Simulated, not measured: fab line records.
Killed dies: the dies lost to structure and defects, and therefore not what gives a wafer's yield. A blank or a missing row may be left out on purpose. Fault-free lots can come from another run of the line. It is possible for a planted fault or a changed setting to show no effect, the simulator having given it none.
One fault through the eyes of 2 desks | flow nandHarc | only its own numbers are on each desk; what lay behind them is given at the end

== FROM THE METROLOGY DESK ==
What the gauges read for every lot (on any tool): the sampled wafers with a number, averaged. The brackets show how far a lot's mean lies from the usual mean; more than 4 standard deviations puts the lot out of limits, marked OUT.
Columns: A = overlayXNm at NHARC_A_SLIT_OVL_MEAS_10, usual 0.0 nm; B = overlayYNm at NHARC_A_SLIT_OVL_MEAS_10, usual -0.3 nm
lot  | first seen here | A    | B
L975 | day 14 21:22    | -0.4 | -0.2
L972 | day 14 21:53    | 0.5  | -0.5
L973 | day 14 22:02    | -0.6 | -0.1
L976 | day 14 23:14    | -0.7 | -0.1
L974 | day 15 02:56    | 0.0  | -0.4
L979 | day 16 02:04    | -0.2 | -0.6
L980 | day 16 11:14    | 0.4  | 0.0
L982 | day 16 11:28    | 1.5  | -0.5
L985 | day 17 05:01    | 0.2  | 0.3
L987 | day 18 05:39    | -0.3 | -0.8
L991 | day 19 00:55    | -0.6 | -1.1
L992 | day 19 02:00    | -0.8 | -1.0
L993 | day 19 10:04    | -0.6 | -0.7
Finding of this desk: none of the 13 lots has anything out of limits.

== DESK OF THE TOOL OWNER: rieDiel-10 ==
The tool's own readings at NHARC_A_WL_FILL_ETCHBACK_16 (etches the open film in C4F8/O2/Ar, target depth 88 nm, time 17.6 s): means of the sampled wafers that have a number, for each lot that ran on this tool. The brackets show how far a lot's mean lies from the usual mean; more than 4 standard deviations puts the lot out of limits, marked OUT.
Columns: A = oesProductAu at NHARC_A_WL_FILL_ETCHBACK_16, usual 0.99 a.u.; B = rfVppV at NHARC_A_WL_FILL_ETCHBACK_16, usual 724 V; C = runLengthS at NHARC_A_WL_FILL_ETCHBACK_16, usual 38.7 s
lot  | first seen here | A    | B   | C
L982 | day 17 22:47    | 1.00 | 725 | 38.5
L980 | day 18 01:53    | 0.99 | 724 | 38.7
L987 | day 19 07:51    | 0.99 | 722 | 28.1 (-19) OUT
Finding of this desk: L987 out of limits; the first was L987 at day 19 07:51, on runLengthS at NHARC_A_WL_FILL_ETCHBACK_16. L982, L980 stayed within limits.

== PUT TOGETHER ==
An alarm could have come from the tool owner's desk at day 19 07:51, on L987.
Nothing out of limits was seen by the metrology desk.
The metrology desk holds a record of L987, inside its limits.
Of the lots named, all ran NHARC_A_WL_FILL_ETCHBACK_16 on rieDiel-10.

== WHAT THE SIMULATOR HAD PUT IN ==
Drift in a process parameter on rieDiel-10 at NHARC_A_WL_FILL_ETCHBACK_16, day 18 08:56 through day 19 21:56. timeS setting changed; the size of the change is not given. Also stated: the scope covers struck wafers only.
Struck lots among those shown: L987.
Hours from the fault's start to each desk's first reading out of limits: the tool owner's desk, 23.
